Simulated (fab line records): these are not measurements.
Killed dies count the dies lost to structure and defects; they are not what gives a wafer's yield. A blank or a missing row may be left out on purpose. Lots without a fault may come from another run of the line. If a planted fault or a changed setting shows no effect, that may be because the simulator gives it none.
A struck lot beside a sound one ; flow nandHarc ; 44 out of 1159 route steps
Sound: wafers L321.1, L321.3, L321.6. Wafers struck: L312.2, L312.5, L312.6. The cause is given at the end.
Each step with rows lists, per side, the tool, then ch with its chambers, then its first start. Under that, the readings that differ: sound wafers ; struck wafers ; difference of the means ; sigmas: that difference in standard deviations of wafers without a fault.
alike: readings with means less than 2 such deviations apart, plus words and numbers identical on both sides. not compared: withheld readings, readings lacking a value on some wafer, bounds such as >300 that could conceal the same value, and numbers that have no deviation in the record and whose values overlap.
A row with sigmas, a row that says differs or no value, or rows on one side alone: a step with any of these is where the two part. Non-overlapping numbers with no deviation appear without sigmas and do not part them. Lack of a reading on every wafer of one side parts them only where that side has two or more wafers.

first, 1 step without rows for these wafers: NHARC_P_GATE_ETCH_114 (etches the open film in CF4/O2, target depth 30 nm, overetch 3 nm, time 16.5 s).
NHARC_P_GATE_ETCH_32: etches the open film in HBr/Cl2, target depth 150 nm, time 100.1 s.
  sound on rieSi-03 ch 2,3, day 8 00:49; struck on rieSi-01 ch 2,3, day 5 15:23
  alike: drypumpMotorCurrentA, oesProductAu, throttleValvePct
  not compared: rfHoursCounterH
then, 1 step without rows for these wafers: NHARC_P_GATE_STRIP_108 (strips in O2).
NHARC_P_GATE_CD_MEAS_33:
  struck on cdSem-02, day 5 15:43; sound on cdSem-03, day 8 01:10
  alike: cdNm
then, 4 steps without rows for these wafers: NHARC_P_GATE_STRIP_35 (strips in SPM, time 600 s); NHARC_P_GATE_PRECLEAN_73 (cleans in SC1); NHARC_P_GATE_SRD_74; NHARC_P_GATE_ALD_36 (deposits SiNx, target thk 20 nm, pulse time 60 s, ald cycles 223).
NHARC_P_GATE_ETCHBACK_37: etches the open film in CHF3/O2, target depth 34.5 nm, time 17.2 s.
  sound on rieDiel-07 ch 0,1,2; struck on rieDiel-07 ch 0,3
  alike: drypumpMotorCurrentA, oesProductAu, rfVppV, showerheadPlenumPTorr, throttleValvePct
  not compared: rfHoursCounterH
NHARC_P_GATE_STRIP_101: strips in O2, time 20 s.
  sound on rieDiel-07 ch 0,2, day 8 11:10; struck on rieDiel-07 ch 1,2,3, day 6 01:44
  alike: drypumpMotorCurrentA, oesProductAu, rfVppV, showerheadPlenumPTorr, throttleValvePct
  not compared: rfHoursCounterH
then, 2 steps without rows for these wafers: NHARC_P_GATE_PRECLEAN_97 (cleans in SPM, time 600 s); NHARC_P_GATE_SRD_98.
NHARC_P_GATE_PRECLEAN_99: cleans in SC1.
  sound on wetBench-06 ch 4,5,6, day 8 11:20; struck on wetBench-07 ch 0,6,7, day 6 01:53
  alike: h2o2FlowMLMin, tempC
then, 9 steps without rows for these wafers: NHARC_P_GATE_SRD_100; NHARC_P_GATE_DEHYDRATE_38 (time 120 s); NHARC_P_GATE_HMDS_39 (time 30 s); NHARC_P_GATE_COAT_40; NHARC_P_GATE_SOFTBAKE_41 (time 95 s); NHARC_P_GATE_EBR_42; NHARC_P_GATE_EXPOSE_43 (exposes mask P NSD, target cd 720 nm); NHARC_P_GATE_PEB_44 (peb time 85 s); NHARC_P_GATE_DEVELOP_45 (time 70 s).
NHARC_P_GATE_CD_MEAS_46: target cd 720 nm.
  sound on cdSem-03 ch 0, day 8 12:05; struck on cdSem-02 ch 0, day 6 02:39
reading;sound;struck;difference;sigmas
cdNm (nm);722.4 724.6 721.6;718.8 718.9 719.9;-3.7;-2
then, 3 steps without rows for these wafers: NHARC_P_GATE_HARDBAKE_47 (time 80 s); NHARC_P_GATE_DESCUM_48 (chemistry O2, time 3 s); NHARC_P_GATE_IMPLANT_49.
NHARC_P_GATE_STRIP_111: strips in N2/H2, time 250 s.
  sound on plasmaAsher-01 ch 0,1, day 8 12:37; struck on plasmaAsher-01 ch 0,1, day 6 03:13
reading;sound;struck;difference;sigmas
tempC (C);109.84 109.71 109.81;110.09 110.11 110.23;+0.36;+3
  alike: drypumpMotorCurrentA, heaterPowerW
  not compared: rfHoursCounterH
then, 10 steps without rows for these wafers: NHARC_P_GATE_STRIP_75 (strips in O2); NHARC_P_GATE_STRIP_50 (strips in SPM, time 900 s); NHARC_P_GATE_DEHYDRATE_51 (time 120 s); NHARC_P_GATE_HMDS_52 (time 30 s); NHARC_P_GATE_COAT_53; NHARC_P_GATE_SOFTBAKE_54 (time 95 s); NHARC_P_GATE_EBR_55; NHARC_P_GATE_EXPOSE_56 (exposes mask P PSD, target cd 720 nm); NHARC_P_GATE_PEB_57 (peb time 85 s); NHARC_P_GATE_DEVELOP_58 (time 70 s).
NHARC_P_GATE_CD_MEAS_59: target cd 720 nm.
  sound on cdSem-02 ch 0, day 8 13:50; struck on cdSem-03 ch 0, day 6 04:25
  alike: cdNm
then, 3 steps without rows for these wafers: NHARC_P_GATE_HARDBAKE_60 (time 80 s); NHARC_P_GATE_DESCUM_61 (chemistry O2, time 3 s); NHARC_P_GATE_IMPLANT_62.
NHARC_P_GATE_STRIP_112: strips in N2/H2, time 200 s.
  sound on plasmaAsher-01 ch 1, day 8 14:25; struck on plasmaAsher-02 ch 0,1, day 6 04:58
  alike: drypumpMotorCurrentA, heaterPowerW, tempC
  not compared: rfHoursCounterH
NHARC_P_GATE_INSPECT_68:
  struck on defectInspect-01, day 6 09:09; sound on defectInspect-02, day 8 19:30
reading;sound;struck;difference;sigmas
rawDefectCount;108 131 131;1165 1189 1108;+1031;+16
-- break in the record here, with 13 days between the starts of the struck wafers on either side (left off in module P_GATE, picked up again in module END, where the first step shown is number 1159 on the route) --
NHARC_END_SORT_01:
  sound on prober-01 ch 0, day 22 21:04; struck on prober-01 ch 0, day 19 15:32
reading;sound;struck;difference;sigmas
killedAtPeriphery;5 4 4;71 96 89;+81;+30
killedDies;37 31 29;87 115 116;+74;+8
  alike: killedAtArray, killedAtOther, killedOpen, killedShort

## WHERE THEY PART
First at NHARC_P_GATE_CD_MEAS_46; last, within this record, at NHARC_END_SORT_01.

WHY: what the simulator had put in
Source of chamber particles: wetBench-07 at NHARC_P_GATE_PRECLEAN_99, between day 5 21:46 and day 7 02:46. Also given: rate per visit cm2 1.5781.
